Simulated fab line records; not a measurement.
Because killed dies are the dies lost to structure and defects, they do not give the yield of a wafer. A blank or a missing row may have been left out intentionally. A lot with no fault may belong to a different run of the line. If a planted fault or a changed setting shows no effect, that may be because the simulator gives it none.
Split-lot experiment | flow n5Finfet | 39 wafers read across 7 lots, on a route 1938 steps long

== ON THE SPLIT ==
At N5_BEOL_M0_SAQP_PECVD_97 (deposits SiNx from SiH4/NH3/N2, target thk 23 nm, time 19.9 s), the setting timeS was moved away from the recipe's 19.9 s on 18 of the 39 wafers read, by -57.6% to +36.5%. All remaining wafers had this setting at the recipe value.

The reading is taken at the split's own step.

== THE READING ==
SiNx_of_BEOL_M0_SAQP_PECVD_97.thkNm (the simulator's own value, which no gauge read), in nm, at N5_BEOL_M0_SAQP_PECVD_97 (deposits SiNx from SiH4/NH3/N2, target thk 23 nm, time 19.9 s). There is no usual value for it anywhere in the file. Here, 21 wafers ran the recipe; their average is 22.9 nm with a standard deviation of 0.3 nm.

wafer  | tool, chamber at the split | timeS as run, s | against the recipe | SiNx_of_BEOL_M0_SAQP_PECVD_97.thkNm, nm | against lot-mates on the recipe
L074.1 | pecvd-03, 2                | 19.9            | recipe             | 23                                      | -
L074.2 | pecvd-03, 0                | 19.9            | recipe             | 22.4                                    | -
L074.3 | pecvd-03, 1                | 13.39           | -32.7%             | 15                                      | -7.9
L074.4 | pecvd-03, 1,0              | 13.39           | -32.7%             | 15.6                                    | -7.3
L074.5 | pecvd-03, 1,0              | 13.39           | -32.7%             | 15.6                                    | -7.3
L074.6 | pecvd-03, 2                | 19.9            | recipe             | 23.4                                    | -
L077.1 | pecvd-01, 0                | 11.97           | -39.8%             | 13.8                                    | -9.1
L077.2 | pecvd-01, 2                | 19.9            | recipe             | 22.8                                    | -
L077.5 | pecvd-01, 2                | 19.9            | recipe             | 22.8                                    | -
L077.3 | pecvd-01, 1                | 11.97           | -39.8%             | 13.4                                    | -9.5
L077.4 | pecvd-01, 0                | 19.9            | recipe             | 23                                      | -
L077.6 | pecvd-01, 1                | 11.97           | -39.8%             | 14                                      | -8.9
L080.1 | pecvd-03, 0                | 27.16           | +36.5%             | 31.4                                    | +8.2
L080.2 | pecvd-03, 1                | 27.16           | +36.5%             | 31.2                                    | +8.0
L080.3 | pecvd-03, 2                | 19.9            | recipe             | 23                                      | -
L080.4 | pecvd-03, 0                | 19.9            | recipe             | 23.4                                    | -
L080.5 | pecvd-03, 2                | 27.16           | +36.5%             | 31.8                                    | +8.6
L080.6 | pecvd-03, 1                | 19.9            | recipe             | 23.2                                    | -
L085.3 | pecvd-04, 0                | 19.9            | recipe             | 22.4                                    | -
L085.4 | pecvd-04, 1                | 19.9            | recipe             | 22.8                                    | -
L085.6 | pecvd-04, 0                | 19.9            | recipe             | 23                                      | -
L089.1 | pecvd-01, 1                | 13.18           | -33.8%             | 14.8                                    | -7.9
L089.2 | pecvd-01, 0                | 19.9            | recipe             | 22.2                                    | -
L089.3 | pecvd-01, 2                | 19.9            | recipe             | 22.8                                    | -
L089.4 | pecvd-01, 0                | 13.18           | -33.8%             | 15                                      | -7.7
L089.5 | pecvd-01, 2                | 13.18           | -33.8%             | 15.4                                    | -7.3
L089.6 | pecvd-01, 1                | 19.9            | recipe             | 23                                      | -
L090.1 | pecvd-01, 0                | 19.9            | recipe             | 22.8                                    | -
L090.2 | pecvd-01, 2,0              | 14.99           | -24.7%             | 17.4                                    | -5.6
L090.5 | pecvd-01, 2,0              | 14.99           | -24.7%             | 17.4                                    | -5.6
L090.3 | pecvd-01, 1                | 19.9            | recipe             | 23                                      | -
L090.4 | pecvd-01, 1                | 14.99           | -24.7%             | 17.8                                    | -5.2
L090.6 | pecvd-01, 2                | 19.9            | recipe             | 23.2                                    | -
L094.1 | pecvd-01, 2,0              | 19.9            | recipe             | 22.8                                    | -
L094.6 | pecvd-01, 2,0              | 19.9            | recipe             | 22.8                                    | -
L094.2 | pecvd-01, 1                | 8.446           | -57.6%             | 9.6                                     | -13.3
L094.4 | pecvd-01, 1                | 8.446           | -57.6%             | 9.6                                     | -13.3
L094.3 | pecvd-01, 0                | 8.446           | -57.6%             | 9.2                                     | -13.7
L094.5 | pecvd-01, 2                | 19.9            | recipe             | 23.2                                    | -
If several chambers appear in one row, that row covers several wafers at once and the file leaves open which wafer was in which chamber.

THE FIT
A straight line over all 39 wafers: SiNx_of_BEOL_M0_SAQP_PECVD_97.thkNm changes by +0.232 nm for each +1% of timeS; r = +1.00; the points scatter about the line by 0.3 nm.
The same after taking each lot's own level away (the mean of its wafers on the recipe; 39 wafers): +0.23 nm for each +1%; r = +1.00; scatter 0.27 nm.
The reading moves by 13 nm for the largest change in timeS, on that fit.
Measured against the standard deviation above, the lots' own levels, which go from 22.67 to 23.20 nm, span 1.8 times it.
The two slopes agree, so the slope changes little with the lot-to-lot level.
Check: -13.2 nm against its lot-mates is what the line predicts for one of the wafers moved furthest among these (-57.6%) when that wafer is left out of the fit. It came out at -13.3 nm against them.

== ADDITIONAL SPLITS CARRIED BY THESE WAFERS ==
Other splits were also applied to these wafers ahead of the reading. Each is held against what the fit with the lots' levels taken away leaves over:
other split on the same wafers     | wafers away from the commonest value | r with SiNx_of_BEOL_M0_SAQP_PECVD_97.thkNm (lot level and that fit taken away)
N5_FIN_SAQP_HM_DEP_03 timeS        | 12                                   | -0.05
N5_DUMMY_GATE_ETCH_44 targetDepthA | 18                                   | +0.30

== FILE'S OWN FIT ==
SiNx_of_BEOL_M0_SAQP_PECVD_97.thkNm changes by +0.23 nm for each +1% of timeS, r = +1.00.
